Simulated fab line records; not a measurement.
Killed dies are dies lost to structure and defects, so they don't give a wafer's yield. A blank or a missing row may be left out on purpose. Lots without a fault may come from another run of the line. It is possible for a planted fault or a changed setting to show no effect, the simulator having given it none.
Matching of chambers + flow n5-finfet + N5_BEOL_M14_ETCH_68 on rie-diel-02: 4 sister chambers
The step etches SOC in N2/H2, time 450 s. 14 wafers are shown with their chamber, then 7 later ones without.

== WAFERS PAIRED WITH THEIR CHAMBERS ==
| wafer  | chamber | drypump-motor-current-A (A) | throttle-valve-pct (%) | showerhead-plenum-p-Torr (Torr) |
|--------|---------|-----------------------------|------------------------|---------------------------------|
| L075.3 | 3       | 5.7                         | 17.28                  | 2.45                            |
| L075.4 | 1       | 5.5                         | 17.89                  | 2.51                            |
| L075.6 | 2       | 5.2                         | 17.56                  | 2.63                            |
| L078.2 | 0       | 6.4                         | 17.80                  | 2.53                            |
| L078.3 | 2       | 5.2                         | 17.59                  | 2.62                            |
| L078.6 | 0       | 6.4                         | 17.79                  | 2.53                            |
| L081.1 | 0       | 6.3                         | 17.80                  | 2.52                            |
| L081.2 | 3       | 5.7                         | 17.28                  | 2.44                            |
| L081.4 | 2       | 5.2                         | 17.59                  | 2.62                            |
| L082.1 | 1       | 5.5                         | 17.92                  | 2.50                            |
| L082.2 | 2       | 5.2                         | 17.61                  | 2.62                            |
| L082.5 | 1       | 5.5                         | 17.95                  | 2.50                            |
| L086.1 | 0       | 6.3                         | 17.84                  | 2.52                            |
| L086.2 | 1       | 5.5                         | 17.94                  | 2.50                            |

SIGNATURES (averages over the wafers above)
| reading                  | chamber 0 | chamber 1 | chamber 2 | chamber 3 | scatter within a chamber |
|--------------------------|-----------|-----------|-----------|-----------|--------------------------|
| drypump-motor-current-A  | 6.350     | 5.500     | 5.200     | 5.700     | 0.0316                   |
| throttle-valve-pct       | 17.8075   | 17.9250   | 17.5875   | 17.2800   | 0.022                    |
| showerhead-plenum-p-Torr | 2.5250    | 2.5025    | 2.6225    | 2.4450    | 0.00548                  |
Rule: for a wafer and a chamber, the distance is found by dividing, reading by reading, the gap between the wafer's reading and the chamber's mean by the reading's scatter, squaring, summing and taking the root. The wafer belongs to the nearest chamber; if the next one is less than 2 further off, it can't be placed. The scatter: take each reading less its chamber's mean, square it, sum over the shown wafers, divide by the number of wafers less the number of chambers, and take the root.

== WAFERS WHOSE CHAMBER IS MISSING ==
| wafer  | drypump-motor-current-A (A) | throttle-valve-pct (%) | showerhead-plenum-p-Torr (Torr) |
|--------|-----------------------------|------------------------|---------------------------------|
| L086.4 | 5.2                         | 17.63                  | 2.61                            |
| L091.1 | 5.2                         | 17.64                  | 2.61                            |
| L091.2 | 6.3                         | 17.89                  | 2.51                            |
| L091.3 | 5.5                         | 17.95                  | 2.49                            |
| L091.4 | 5.7                         | 17.32                  | 2.44                            |
| L091.5 | 5.5                         | 17.96                  | 2.50                            |
| L091.6 | 6.3                         | 17.85                  | 2.51                            |

== WHICH CHAMBER EACH ONE RAN IN ==
| wafer  | from the rows above | in truth |
|--------|---------------------|----------|
| L086.4 | 2                   | 2        |
| L091.1 | 2                   | 2        |
| L091.2 | 0                   | 0        |
| L091.3 | 1                   | 1        |
| L091.4 | 3                   | 3        |
| L091.5 | 1                   | 1        |
| L091.6 | 0                   | 0        |
7 of 7 placed correctly. Not placeable from these rows: 0. Wrongly placed: 0.
